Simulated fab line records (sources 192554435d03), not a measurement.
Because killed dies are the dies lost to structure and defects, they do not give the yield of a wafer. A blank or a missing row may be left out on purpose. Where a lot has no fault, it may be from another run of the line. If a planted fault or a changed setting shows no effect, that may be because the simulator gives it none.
What tool caused it? + flow n5_finfet + 12 lots, 36 wafers sampled, at 1 step of a route of 1938

== WHAT EACH GAUGE READ, for each wafer ==
N5_BEOL_M2_OVL_MEAS_12.
| lot  | measured     | on         | M2_OVL (nm)   |
|------|--------------|------------|---------------|
| L075 | day 7 03:43  | overlay-01 | -0.5 0.1 -0.4 |
| L076 | day 7 14:09  | overlay-02 | 1.3 0.0 0.8   |
| L079 | day 8 04:45  | overlay-01 | 0.3 0.6 0.7   |
| L081 | day 9 00:51  | overlay-01 | -0.4 0.2 0.1  |
| L083 | day 9 10:17  | overlay-02 | 0.6 -0.7 0.8  |
| L085 | day 9 19:05  | overlay-01 | 0.1 -0.9 -0.6 |
| L087 | day 10 01:43 | overlay-01 | -0.3 1.0 -0.8 |
| L088 | day 10 15:24 | overlay-02 | 1.3 1.7 0.6   |
| L091 | day 11 01:56 | overlay-01 | -0.5 0.4 -0.3 |
| L093 | day 11 10:26 | overlay-01 | 0.0 -1.6 -1.9 |
| L095 | day 11 21:32 | overlay-02 | 0.1 0.1 -0.4  |
| L097 | day 12 13:50 | overlay-02 | 1.0 0.8 1.4   |

== WHICH TOOL RAN EACH LOT (tool, then ch and the chambers of the sampled wafers, then the start) ==
No process step before these readings appears in the record.

== THE ANSWER, worked out from the rows above alone ==
Rule: the usual values come from the lots themselves. Put in order of their means at a reading, lots are off if they are a third of the lots or fewer, leave a main group of 4 or more, and stand apart from it by a gap of 3 or more times the standard deviation of the main group's means; of several such gaps the widest counts. Not used: any main group whose means are identical at the precision the tables above print for the reading. Also off: a lot with no number at a reading for which 4 or more lots have one. All remaining lots with rows at the step are treated as sound.
None of the lots is off at any reading shown; this tells nothing.

== WHAT THE SIMULATOR HAD PUT IN ==
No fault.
